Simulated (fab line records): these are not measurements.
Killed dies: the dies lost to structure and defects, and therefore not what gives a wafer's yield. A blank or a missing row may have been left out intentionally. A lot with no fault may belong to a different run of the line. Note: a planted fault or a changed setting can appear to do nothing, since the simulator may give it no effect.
What tool caused it? ; flow n5_finfet ; Sampling: 10 lots, 27 wafers, 5 of 1938 route steps

== WHAT EACH GAUGE READ, for each wafer ==
N5_BEOL_M4_RC_MEAS_101. Usual: DIBL_N 36.0 mV/V, standard deviation 1.9; DIBL_P 35.6 mV/V, standard deviation 2.2; IOFF_N 0.15 nA/um, standard deviation 0.031; IOFF_P 0.19 nA/um, standard deviation 0.032; ION_N 668 uA/um, standard deviation 11; ION_P 455 uA/um, standard deviation 7.2; SS_N 71.5 mV/dec, standard deviation 0.65; SS_P 73.4 mV/dec, standard deviation 0.64; VT_N 251 mV, standard deviation 3.6; VT_P -253 mV, standard deviation 3.3.
lot;measured;on;DIBL_N (mV/V);DIBL_P (mV/V);IOFF_N (nA/um);IOFF_P (nA/um);ION_N (uA/um);ION_P (uA/um);SS_N (mV/dec);SS_P (mV/dec);VT_N (mV);VT_P (mV);flag
L507;day 9 06:52;prober-01;34.8 36.2 36.5;34.5 35.2 35.6;0.13 0.15 0.15;0.17 0.17 0.17;647 663 655;445 453 441;71.1 70.9 71.8;72.7 72.5 73.5;252 254 251;-253 -253 -254;
L509;day 9 23:53;prober-01;34.7 40.0 37.7;34.5 38.0 36.0;0.14 0.23 0.18;0.19 0.25 0.22;665 681 669;458 457 465;70.7 72.7 71.5;72.5 74.4 74.2;252 249 249;-251 -250 -251;
L516;day 13 04:21;prober-02;33.7 33.0 34.4;31.6 31.3 33.1;0.12 0.12 0.13;0.15 0.15 0.17;657 653 658;449 451 456;70.3 70.8 70.9;73.2 72.9 73.0;254 254 253;-255 -258 -253;
L517;day 13 07:22;prober-01;38.7 37.5 37.1;37.3 35.6 35.4;0.17 0.15 0.15;0.22 0.19 0.18;674 672 659;461 454 446;71.9 72.2 71.0;74.7 73.6 73.3;250 251 256;-250 -251 -255;
L518;day 13 16:12;prober-02;36.9 36.6;37.9 38.0;0.18 0.16;0.21 0.20;683 668;459 453;71.5 71.7;73.2 73.3;246 252;-253 -250;
L520;day 13 17:46;prober-01;36.3 35.7;38.5 36.3;0.16 0.16;0.21 0.17;666 666;458 445;71.4 72.0;73.7 73.4;248 249;-253 -258;
L521;day 13 20:29;prober-01;34.0 33.6;34.4 34.6;0.13 0.13;0.17 0.18;659 667;450 461;70.9 71.0;72.7 73.0;252 251;-251 -252;
L525;day 14 10:26;prober-02;35.0 35.7 36.2;34.7 34.8 35.4;0.14 0.15 0.14;0.19 0.18 0.19;672 666 658;460 452 449;71.3 72.6 71.9;73.9 74.2 73.3;254 251 256;-254 -253 -252;
L526;day 14 13:58;prober-02;38.4 35.8 36.5;38.5 34.8 36.0;0.20 0.15 0.17;0.25 0.20 0.22;679 679 675;460 463 465;72.8 71.7 72.1;73.9 73.3 74.1;247 251 250;-249 -251 -252;
L528;day 16 01:31;prober-01;34.9 34.3 37.0;33.6 33.6 36.7;0.13 0.12 0.16;0.17 0.18 0.24;671 653 684;460 451 469;71.2 70.9 71.4;73.1 73.2 74.6;250 254 248;-252 -253 -246;

== EACH LOT AND THE TOOL THAT RAN IT (in order: tool; ch and the chambers of the sampled wafers; start) ==
lot;N5_GATE_CUT_STRIP_21;N5_GATE_CUT_CMP_43;N5_MOL_CONTACT_COAG_ETCH_59;N5_MOL_CONTACT_COAG_ETCH_105
L507;plasma_asher-01 ch 0,1, day 5 03:40;cmp-01 ch 0,1,2, day 5 05:46;rie_diel-06 ch 2,3, day 5 06:50;rie_diel-06 ch 2,3, day 5 06:52
L509;plasma_asher-01 ch 0, day 5 13:16;cmp-01 ch 0,3, day 5 15:19;rie_diel-04 ch 2,3, day 5 16:28;rie_diel-04 ch 2,3, day 5 16:29
L516;plasma_asher-02 ch 0,1, day 7 11:25;cmp-02 ch 0,2, day 7 13:22;rie_diel-01 ch 0,1,2, day 7 14:32;rie_diel-01 ch 0,1,2, day 7 14:33
L517;plasma_asher-02 ch 1, day 7 17:26;cmp-02 ch 0,1, day 7 19:24;rie_diel-01 ch 0,1,2, day 7 20:34;rie_diel-01 ch 0,1,2, day 7 20:35
L518;plasma_asher-01 ch 0,1, day 8 00:39;cmp-04 ch 2,3, day 8 02:37;rie_diel-01 ch 1,2, day 8 03:47;rie_diel-01 ch 1,2, day 8 03:49
L520;plasma_asher-01 ch 0,1, day 8 11:26;cmp-01 ch 0,3, day 8 14:32;rie_diel-01 ch 0,2, day 8 15:46;rie_diel-01 ch 0,2, day 8 15:47
L521;plasma_asher-01 ch 0,1, day 8 12:38;cmp-04 ch 0,1, day 8 15:02;rie_diel-01 ch 1, day 8 16:13;rie_diel-01 ch 1, day 8 16:14
L525;plasma_asher-02 ch 0,1, day 9 13:01;cmp-04 ch 1,2, day 9 14:59;rie_diel-06 ch 0,1, day 9 16:13;rie_diel-06 ch 0,1, day 9 16:14
L526;plasma_asher-01 ch 0,1, day 9 19:32;cmp-04 ch 0,2, day 9 21:35;rie_diel-06 ch 0,1, day 9 22:49;rie_diel-06 ch 0,1, day 9 22:50
L528;plasma_asher-01 ch 0,1, day 10 12:52;cmp-01 ch 0,2,3, day 10 14:57;rie_diel-06 ch 0,2, day 10 16:19;rie_diel-06 ch 0,2, day 10 16:20
- N5_GATE_CUT_STRIP_21: strips in N2/H2, time 30 s.
- N5_GATE_CUT_CMP_43: polishes SiO2.
- N5_MOL_CONTACT_COAG_ETCH_59: etches underlayer in N2/H2, target depth 13 nm, time 10.4 s.
- N5_MOL_CONTACT_COAG_ETCH_105: etches SiARC in CF4, target depth 15.6 nm, time 26 s.

== AS READ BY THE TOOLS THEMSELVES (means over the sampled wafers that have a number; for cases with no such wafer, the mark the record gives instead) ==
N5_GATE_CUT_STRIP_21. Usual: drypump_motor_current_A 5.8 A, standard deviation 0.47; heater_power_w 343 W, standard deviation 21.
lot;tool;drypump_motor_current_A (A);heater_power_w (W);flag
L507;plasma_asher-01;5.9;338;
L509;plasma_asher-01;5.6;318;
L516;plasma_asher-02;5.7;337;
L517;plasma_asher-02;5.9;323;
L518;plasma_asher-01;6.0;342;
L520;plasma_asher-01;6.0;343;
L521;plasma_asher-01;6.0;345;
L525;plasma_asher-02;5.7;334;
L526;plasma_asher-01;5.9;338;
L528;plasma_asher-01;5.9;333;

N5_GATE_CUT_CMP_43. Usual: motor_current_A 11.7 A, standard deviation 0.83; retaining_ring_pressure_frac 1.001, standard deviation 0.0051.
lot;tool;motor_current_A (A);retaining_ring_pressure_frac;flag
L507;cmp-01;11.7;1.005;
L509;cmp-01;12.4;1.001;
L516;cmp-02;12.6;1.004;
L517;cmp-02;11.9;0.999;
L518;cmp-04;11.6;1.003;
L520;cmp-01;12.2;0.999;
L521;cmp-04;10.4;1.000;
L525;cmp-04;11.1;1.005;
L526;cmp-04;11.3;0.996;
L528;cmp-01;11.8;1.001;

N5_MOL_CONTACT_COAG_ETCH_59. Usual: drypump_motor_current_A 5.7 A, standard deviation 0.38; etch_rf_on_time_s 10.47 s, standard deviation 0.19; oes_product_au 0.68 a.u., standard deviation 0.08; rf_vpp_V 525.5 V, standard deviation 2.2; showerhead_plenum_p_Torr 2.59 Torr, standard deviation 0.082; throttle_valve_pct 17.7 %, standard deviation 0.3.
lot;tool;drypump_motor_current_A (A);etch_rf_on_time_s (s);oes_product_au (a.u.);rf_vpp_V (V);showerhead_plenum_p_Torr (Torr);throttle_valve_pct (%);flag
L507;rie_diel-06;5.1;10.47;0.61;522.8;2.49;17.7;
L509;rie_diel-04;5.6;10.54;0.60;524.7;2.57;17.8;
L516;rie_diel-01;5.7;10.62;0.70;527.4;2.68;17.6;
L517;rie_diel-01;5.7;10.49;0.70;526.7;2.67;17.6;
L518;rie_diel-01;5.6;10.79;0.65;527.0;2.65;17.7;
L520;rie_diel-01;5.9;10.63;0.72;528.7;2.70;17.5;
L521;rie_diel-01;5.3;10.75;0.61;525.7;2.61;17.9;
L525;rie_diel-06;5.4;10.30;0.72;524.5;2.57;17.6;
L526;rie_diel-06;5.3;10.34;0.76;525.7;2.57;17.3;
L528;rie_diel-06;5.3;10.34;0.79;526.4;2.58;17.2;

N5_MOL_CONTACT_COAG_ETCH_105. Usual: drypump_motor_current_A 5.7 A, standard deviation 0.38; etch_rf_on_time_s 26.2 s, standard deviation 0.45; oes_product_au 0.68 a.u., standard deviation 0.08; rf_vpp_V 184.7 V, standard deviation 1.2; showerhead_plenum_p_Torr 2.19 Torr, standard deviation 0.06; throttle_valve_pct 15.5 %, standard deviation 0.31.
lot;tool;drypump_motor_current_A (A);etch_rf_on_time_s (s);oes_product_au (a.u.);rf_vpp_V (V);showerhead_plenum_p_Torr (Torr);throttle_valve_pct (%);flag
L507;rie_diel-06;5.1;26.1;0.61;184.0;2.11;15.6;
L509;rie_diel-04;5.7;26.5;0.59;184.8;2.18;15.6;
L516;rie_diel-01;5.7;26.5;0.70;185.9;2.25;15.4;
L517;rie_diel-01;5.7;26.1;0.70;185.9;2.25;15.4;
L518;rie_diel-01;5.6;22.9;0.72;184.2;2.23;15.5;OFF
L520;rie_diel-01;5.9;19.7;0.86;185.8;2.26;15.1;OFF
L521;rie_diel-01;5.3;23.4;0.68;185.9;2.22;15.8;OFF
L525;rie_diel-06;5.5;25.9;0.72;184.6;2.16;15.4;
L526;rie_diel-06;5.3;26.0;0.75;184.3;2.18;15.2;
L528;rie_diel-06;5.3;25.9;0.79;185.3;2.18;15.0;

== THE ANSWER, worked out from the rows above alone ==
Rule: take the mean of a lot's wafers that have a number; if it is more than 3 standard deviations from the usual mean, the lot is off. Also off: a lot with no number at a reading for which 4 or more lots have one. Where the step has rows for the other lots, those lots are counted as sound. The gauges are gone through in route order, then the tools' own readings, and for those a lot's mean is taken as printed above. At the first step where some lot is off, the reading lying furthest off is the one used; lots without a number count as furthest.
Off: L518, L520, L521, at N5_MOL_CONTACT_COAG_ETCH_105 (etch_rf_on_time_s).
A tool fits if, at that step or a process step before it, it ran every lot that is off, and no sound lot after the first of them. One fits: rie_diel-01 at N5_MOL_CONTACT_COAG_ETCH_59 and N5_MOL_CONTACT_COAG_ETCH_105. At N5_MOL_CONTACT_COAG_ETCH_59 its last sound lot is L517 (day 7 20:34), its first lot that is off L518 (day 8 03:47): a fault that began between those two fits.

== WHAT THE SIMULATOR HAD INSERTED ==
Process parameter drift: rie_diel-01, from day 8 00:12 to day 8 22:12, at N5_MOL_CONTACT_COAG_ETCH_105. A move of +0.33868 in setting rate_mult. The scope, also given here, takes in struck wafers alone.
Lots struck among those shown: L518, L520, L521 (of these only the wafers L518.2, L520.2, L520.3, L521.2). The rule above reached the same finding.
